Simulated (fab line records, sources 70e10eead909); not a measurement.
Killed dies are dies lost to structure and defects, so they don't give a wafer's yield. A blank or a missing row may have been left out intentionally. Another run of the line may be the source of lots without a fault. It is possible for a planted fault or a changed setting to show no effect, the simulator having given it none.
Which of the tools did it? | flow nand-harc | 15 lots, 45 wafers sampled, at 4 steps of a route of 1159

== WHAT THE GAUGES SHOWED, per wafer ==
Not one reading of a measure or inspect step in the record can be checked against a usual standard deviation.

== TOOL THAT RAN EACH LOT (tool first, then ch and the chambers of the sampled wafers, then the start) ==
lot  | NHARC_P_CONTACT_ETCH_18                       | NHARC_P_M0_PEB_07                 | NHARC_P_M0_DESCUM_14               | NHARC_P_M0_STRIP_18
L596 | rie-diel-02 ch 0,1, day 6 09:11 or earlier    | litho-track-06 ch 0, day 6 09:11  | rie-diel-03 ch 0,1,3, day 6 09:28  | rie-diel-03 ch 2,3, day 6 09:49
L598 | rie-diel-04 ch 0,3, day 6 12:39 or earlier    | litho-track-01 ch 0, day 6 12:39  | rie-diel-01 ch 0,3, day 6 12:55    | rie-diel-13 ch 1,2,3, day 6 13:17
L599 | rie-diel-12 ch 2,3, day 6 13:43 or earlier    | litho-track-01 ch 0, day 6 13:43  | rie-diel-13 ch 1,2, day 6 13:59    | rie-diel-03 ch 0,1,2, day 6 14:25
L597 | rie-diel-04 ch 0,1,3, day 6 20:12 or earlier  | litho-track-01 ch 0, day 6 20:12  | rie-diel-03 ch 0,2,3, day 6 20:29  | rie-diel-03 ch 0,2,3, day 6 20:54
L600 | rie-diel-02 ch 0,1,2, day 7 02:14 or earlier  | litho-track-06 ch 0, day 7 02:14  | rie-diel-13 ch 1,3, day 7 02:31    | rie-diel-13 ch 0,1,3, day 7 02:56
L603 | rie-diel-12 ch 0,1,3, day 7 22:43 or earlier  | litho-track-01 ch 0, day 7 22:43  | rie-diel-13 ch 0,1,3, day 7 23:01  | rie-diel-13 ch 0,2,3, day 7 23:24
L605 | rie-diel-02 ch 0,1,3, day 8 04:52 or earlier  | litho-track-01 ch 0, day 8 04:52  | rie-diel-01 ch 0,2,3, day 8 05:09  | rie-diel-13 ch 0,1,2, day 8 05:33
L608 | rie-diel-02 ch 0,2,3, day 9 06:03 or earlier  | litho-track-01 ch 0, day 9 06:03  | rie-diel-01 ch 0,1, day 9 06:20    | rie-diel-13 ch 0,1,3, day 9 06:47
L610 | rie-diel-02 ch 0,3, day 9 22:06 or earlier    | litho-track-06 ch 0, day 9 22:06  | rie-diel-13 ch 2,3, day 9 22:22    | rie-diel-13 ch 1,2, day 9 22:44
L611 | rie-diel-04 ch 1,2, day 9 23:19 or earlier    | litho-track-06 ch 0, day 9 23:19  | rie-diel-01 ch 0,1,2, day 9 23:34  | rie-diel-13 ch 0,2,3, day 9 23:57
L614 | rie-diel-02 ch 0,2,3, day 10 14:49 or earlier | litho-track-04 ch 0, day 10 14:49 | rie-diel-01 ch 1,2, day 10 15:06   | rie-diel-01 ch 0,1,2, day 10 15:32
L615 | rie-diel-02 ch 0,2,3, day 10 16:52 or earlier | litho-track-06 ch 0, day 10 16:52 | rie-diel-01 ch 0,1,2, day 10 17:08 | rie-diel-03 ch 1,2,3, day 10 17:32
L616 | rie-diel-04 ch 0,1,2, day 11 00:26 or earlier | litho-track-06 ch 0, day 11 00:26 | rie-diel-13 ch 0,3, day 11 00:43   | rie-diel-01 ch 1,2,3, day 11 01:08
L617 | rie-diel-02 ch 0,2, day 11 00:35 or earlier   | litho-track-04 ch 0, day 11 00:35 | rie-diel-03 ch 0,1,2, day 11 00:52 | rie-diel-13 ch 0,3, day 11 01:14
L618 | rie-diel-04 ch 0,1,2, day 11 16:50 or earlier | litho-track-04 ch 0, day 11 16:50 | rie-diel-03 ch 0,3, day 11 17:06   | rie-diel-13 ch 0,1, day 11 17:28
- NHARC_P_CONTACT_ETCH_18: etches the open film in C4F8/O2/Ar, target depth 481 nm, time 240.5 s.
- NHARC_P_M0_PEB_07: peb time 65 s.
- NHARC_P_M0_DESCUM_14: chemistry O2, time 3 s.
- NHARC_P_M0_STRIP_18: strips in N2/H2.

== AS READ BY THE TOOLS THEMSELVES (means over the sampled wafers that have a number; for cases with no such wafer, the mark the record gives instead) ==
NHARC_P_CONTACT_ETCH_18. Usual: oes-product-au 0.964 a.u., standard deviation 0.013; rf-vpp-V 978 V, standard deviation 7.1.
lot  | tool        | oes-product-au (a.u.) | rf-vpp-V (V) | flag
L596 | rie-diel-02 | 0.975                 | 988          |
L598 | rie-diel-04 | 0.955                 | 971          |
L599 | rie-diel-12 | 0.975                 | 985          |
L597 | rie-diel-04 | 0.963                 | 973          |
L600 | rie-diel-02 | 0.950                 | 983          |
L603 | rie-diel-12 | 0.927                 | 979          |
L605 | rie-diel-02 | 0.969                 | 986          |
L608 | rie-diel-02 | 0.970                 | 981          |
L610 | rie-diel-02 | 0.974                 | 984          |
L611 | rie-diel-04 | 0.963                 | 976          |
L614 | rie-diel-02 | 0.960                 | 981          |
L615 | rie-diel-02 | 0.967                 | 981          |
L616 | rie-diel-04 | 0.959                 | 973          |
L617 | rie-diel-02 | 0.961                 | 979          |
L618 | rie-diel-04 | 0.968                 | 973          |

NHARC_P_M0_PEB_07. Usual: heater-power-total-W 156.5 W, standard deviation 0.4; plate-temp-C 100.02 C, standard deviation 0.14.
lot  | tool           | heater-power-total-W (W) | plate-temp-C (C) | flag
L596 | litho-track-06 | 156.5                    | 99.76            |
L598 | litho-track-01 | 156.7                    | 100.17           |
L599 | litho-track-01 | 156.0                    | 100.05           |
L597 | litho-track-01 | 156.5                    | 100.05           |
L600 | litho-track-06 | 156.6                    | 100.16           |
L603 | litho-track-01 | 149.2                    | 96.68            | OFF
L605 | litho-track-01 | 148.9                    | 96.49            | OFF
L608 | litho-track-01 | 148.8                    | 96.57            | OFF
L610 | litho-track-06 | 156.7                    | 100.14           |
L611 | litho-track-06 | 156.6                    | 99.96            |
L614 | litho-track-04 | 156.1                    | 100.01           |
L615 | litho-track-06 | 156.6                    | 100.01           |
L616 | litho-track-06 | 156.8                    | 99.94            |
L617 | litho-track-04 | 156.7                    | 99.97            |
L618 | litho-track-04 | 156.5                    | 100.11           |

NHARC_P_M0_DESCUM_14. Usual: drypump-motor-current-A 5.8 A, standard deviation 0.53; oes-product-au 1.003 a.u., standard deviation 0.011; rf-vpp-V 57.7 V, standard deviation 0.84; showerhead-plenum-p-Torr 1.92 Torr, standard deviation 0.081; throttle-valve-pct 11.311 %, standard deviation 0.0095.
lot  | tool        | drypump-motor-current-A (A) | oes-product-au (a.u.) | rf-vpp-V (V) | showerhead-plenum-p-Torr (Torr) | throttle-valve-pct (%) | flag
L596 | rie-diel-03 | 5.5                         | 0.993                 | 59.1         | 1.96                            | 11.304                 |
L598 | rie-diel-01 | 5.9                         | 1.015                 | 57.7         | 1.92                            | 11.311                 |
L599 | rie-diel-13 | 5.7                         | 1.013                 | 58.2         | 1.98                            | 11.309                 |
L597 | rie-diel-03 | 6.1                         | 0.997                 | 57.3         | 1.91                            | 11.316                 |
L600 | rie-diel-13 | 5.9                         | 1.003                 | 57.7         | 1.91                            | 11.312                 |
L603 | rie-diel-13 | 5.9                         | 1.007                 | 57.4         | 1.91                            | 11.315                 |
L605 | rie-diel-01 | 5.6                         | 0.996                 | 56.8         | 1.90                            | 11.315                 |
L608 | rie-diel-01 | 6.1                         | 1.004                 | 57.8         | 1.89                            | 11.318                 |
L610 | rie-diel-13 | 6.3                         | 1.024                 | 57.8         | 1.95                            | 11.306                 |
L611 | rie-diel-01 | 5.9                         | 1.001                 | 57.3         | 1.86                            | 11.310                 |
L614 | rie-diel-01 | 5.6                         | 0.998                 | 57.4         | 1.84                            | 11.312                 |
L615 | rie-diel-01 | 5.9                         | 0.996                 | 56.7         | 1.86                            | 11.310                 |
L616 | rie-diel-13 | 6.2                         | 1.012                 | 58.1         | 1.91                            | 11.321                 |
L617 | rie-diel-03 | 5.6                         | 1.001                 | 57.2         | 1.88                            | 11.311                 |
L618 | rie-diel-03 | 5.6                         | 1.009                 | 57.4         | 1.95                            | 11.306                 |

NHARC_P_M0_STRIP_18. Usual: drypump-motor-current-A 5.8 A, standard deviation 0.51; oes-product-au 1.004 a.u., standard deviation 0.011; rf-vpp-V 90.7 V, standard deviation 0.82; showerhead-plenum-p-Torr 2.06 Torr, standard deviation 0.077; throttle-valve-pct 14.171 %, standard deviation 0.0087.
lot  | tool        | drypump-motor-current-A (A) | oes-product-au (a.u.) | rf-vpp-V (V) | showerhead-plenum-p-Torr (Torr) | throttle-valve-pct (%) | flag
L596 | rie-diel-03 | 6.5                         | 1.005                 | 89.2         | 1.99                            | 14.171                 |
L598 | rie-diel-13 | 5.9                         | 1.008                 | 91.5         | 2.08                            | 14.168                 |
L599 | rie-diel-03 | 5.6                         | 0.992                 | 91.2         | 2.00                            | 14.172                 |
L597 | rie-diel-03 | 6.1                         | 0.998                 | 91.4         | 2.04                            | 14.168                 |
L600 | rie-diel-13 | 5.9                         | 1.007                 | 90.5         | 2.04                            | 14.175                 |
L603 | rie-diel-13 | 5.9                         | 1.010                 | 90.7         | 2.08                            | 14.175                 |
L605 | rie-diel-13 | 5.6                         | 1.002                 | 91.0         | 2.08                            | 14.178                 |
L608 | rie-diel-13 | 5.9                         | 1.005                 | 90.7         | 2.04                            | 14.159                 |
L610 | rie-diel-13 | 5.7                         | 1.003                 | 90.1         | 2.07                            | 14.174                 |
L611 | rie-diel-13 | 6.0                         | 1.008                 | 91.3         | 2.08                            | 14.182                 |
L614 | rie-diel-01 | 5.9                         | 0.992                 | 90.0         | 1.98                            | 14.173                 |
L615 | rie-diel-03 | 6.0                         | 0.993                 | 90.8         | 2.04                            | 14.173                 |
L616 | rie-diel-01 | 5.9                         | 1.008                 | 90.2         | 2.04                            | 14.172                 |
L617 | rie-diel-13 | 5.9                         | 1.016                 | 91.0         | 2.05                            | 14.173                 |
L618 | rie-diel-13 | 5.5                         | 1.001                 | 90.2         | 2.04                            | 14.175                 |

== THE ANSWER, worked out from the rows above alone ==
Rule: a lot counts as off when the mean over its wafers that have a number is more than 3 standard deviations away from the usual mean. Also off: a lot with no number at a reading for which 4 or more lots have one. Any other lot the step has rows for is counted as sound. First the gauges in route order, then the tools' own readings, where a lot's mean is used as printed above. At the first step where some lot is off, the reading lying furthest off is the one used; lots without a number count as furthest.
Off: L603, L605, L608 (NHARC_P_M0_PEB_07, plate-temp-C).
If a tool, at that step or one of the process steps before it, ran each lot that is off and ran no sound lot following the first of them, it fits. Because NHARC_P_CONTACT_ETCH_18 lacks a start for some lots, the hours and order of its lots are taken from NHARC_P_M0_PEB_07. One fits: litho-track-01 at NHARC_P_M0_PEB_07. A fault onset in the window from L597 (day 6 20:12, its last sound lot) to L603 (day 7 22:43, its first lot off) fits.
The tool's own readings at NHARC_P_M0_PEB_07 bear it out: on the lots that are off they differ by more than 5 times the standard deviation of the sound lots' means. heater-power-total-W reads 149.0 W there against 156.5 W on the sound lots; plate-temp-C reads 96.58 C there against 100.03 C on the sound lots.

== WHAT THE SIMULATOR PUT IN ==
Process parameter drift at NHARC_P_M0_PEB_07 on litho-track-01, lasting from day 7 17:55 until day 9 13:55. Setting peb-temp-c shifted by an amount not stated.
Lots struck among those shown: L603, L605, L608. This agrees with what the rule above found.
